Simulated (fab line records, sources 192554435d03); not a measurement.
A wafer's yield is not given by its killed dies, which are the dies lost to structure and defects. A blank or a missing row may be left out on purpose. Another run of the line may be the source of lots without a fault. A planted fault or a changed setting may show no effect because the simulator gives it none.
Matching of chambers ; flow n5 finfet ; rie diel-06 running N5_BEOL_M0_SAQP_ETCH_73: 4 sister chambers
The step etches SiARC in CF4, target depth 19.5 nm, time 32.5 s. 4 wafers are shown with their chamber, then 7 later ones without.

== WAFERS, EACH WITH ITS CHAMBER ==
wafer;chamber;showerhead plenum p Torr (Torr)
L085.2;0;2.10
L085.4;3;2.09
L090.3;1;2.25
L090.4;2;2.11

== WAFERS WHOSE CHAMBER IS MISSING ==
wafer;showerhead plenum p Torr (Torr)
L090.6;2.08
L091.1;2.11
L091.2;2.08
L091.6;2.11
L094.1;2.11
L094.4;2.08
L094.6;2.25

== WHICH CHAMBER EACH WENT THROUGH ==
wafer;from the rows above;in truth
L090.6;can't be placed: 3 or 0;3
L091.1;can't be placed: 2 or 0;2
L091.2;can't be placed: 3 or 0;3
L091.6;can't be placed: 2 or 0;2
L094.1;can't be placed: 2 or 0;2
L094.4;can't be placed: 3 or 0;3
L094.6;1;1
1 of 7 placed correctly. Not placeable from these rows: 6 (in 6, the candidates include the true chamber). 0 placed wrongly.
How it was worked out, from the rows above alone: a wafer's distance from a chamber is the root of the sum, over the readings, of the square of ((its reading less the chamber's mean) divided by the reading's scatter). If the next closest chamber is less than 2 further off than the closest, the wafer can't be placed; otherwise it belongs to the closest. Each chamber's mean is taken over the wafers shown for it. The scatter: with one shown wafer a chamber, the root of the mean of the squares of how far each hidden wafer lies from its nearest shown one.
